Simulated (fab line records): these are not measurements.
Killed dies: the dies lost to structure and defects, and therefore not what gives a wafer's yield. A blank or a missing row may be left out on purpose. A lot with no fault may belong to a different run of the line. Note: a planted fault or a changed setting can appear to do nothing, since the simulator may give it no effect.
Problem report in the 8D (eight disciplines) form, filled by code || flow n5_finfet || the parts of the form that need people (team, actions taken, sign-off) are left out

1. WHAT IS WRONG
Mean of etch_rf_on_time_s at N5_PASSIVATION_VIA_ETCH_13: 374 s across 2 wafers in 2 lots; on wafers with no fault it is 237 s (standard deviation 6.2). Relative to the usual mean, that is a shift of +22 standard deviations.
The step: etches SiO2 in CHF3/O2, target depth 660 nm, time 330 s.
Earliest sighting: wafer L291.5 on rie_diel-05 at day 14 16:08. At this step, 30 wafers from 10 lots have a number in the record. The rule behind "out" and "out of limits": a value lying over 4 standard deviations away from the usual mean. Any other wafer with a number is counted as sound.

2. WHAT IT IS; WHAT IT IS NOT
{"question": "which readings at this step", "is": "etch_rf_on_time_s", "is not": "drypump_motor_current_A, oes_product_au, rf_vpp_V, showerhead_plenum_p_Torr"}
{"question": "which lots", "is": "L290, L291", "is not": "L282, L283, L284, L298, L300, L302, L303, L304"}
{"question": "which wafers of those lots", "is": "L290.5, L291.5", "is not": "L290.1, L290.4, L291.1, L291.6"}
{"question": "read on which tools", "is": "rie_diel-05, rie_diel-06", "is not": "rie_diel-03"}
{"question": "when", "is": "from day 14 16:08", "is not": "up to then (11 sound wafers); but 17 sound wafers of L290, L298, L300, L302, L303, L304 came after"}

3. THE SUSPECTS, EACH WITH WHAT RULES IT OUT
Counting: if a tool at a process step up to the reading ran every lot that is out, it stays a suspect. Sound lots after the first of them don't rule it out here, since some wafers of a struck lot are sound.
- pecvd-04 at N5_PASSIVATION_PECVD_55 (deposits SiO2 from SiH4/N2O, target thk 400 nm, time 22.5 s): kept. It ran every lot that is out, first L291 (day 14 13:57); its last sound lot up to then is L283 (day 12 16:07).
The count leaves pecvd-04 at N5_PASSIVATION_PECVD_55.

4. THE CAUSE (what the simulator had put in)
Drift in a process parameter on pecvd-04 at N5_PASSIVATION_PECVD_55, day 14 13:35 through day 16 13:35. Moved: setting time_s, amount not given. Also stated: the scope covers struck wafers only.
The count eliminated every tool but this one.

5. THE EFFECT CHAIN, in route order
One row per reading whose mean, taken over the struck wafers that have a number, lies over 3 standard deviations from the usual. Readings are gone through only where the record gives a usual standard deviation; hours: the median, over the lots, of the time from a lot's start at the first step in this table giving one to that lot's start at this step; sigmas: the change measured in usual standard deviations.
{"hours": 0, "step": "N5_PASSIVATION_VIA_ETCH_13", "reading": "etch_rf_on_time_s", "usual": "237 s", "on struck wafers": 374, "change": "+137", "sigmas": "+22"}
Here are the process steps it includes:
- N5_PASSIVATION_VIA_ETCH_13: etches SiO2 in CHF3/O2, target depth 660 nm, time 330 s.

6. WHAT WOULD HAVE CAUGHT IT SOONER
In this record no reading fell out of limits until day 14 16:08, 3 hours after the fault had begun at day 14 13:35.
Of the tool readings at N5_PASSIVATION_PECVD_55 for which the record gives a usual standard deviation, none was out on any struck wafer, so an alarm limit of 4 standard deviations on them would not have fired.
Lots out: 2; of these, L290 started N5_PASSIVATION_PECVD_55 on pecvd-04 after day 14 16:08. It would have been spared by a hold on the tool at that moment.
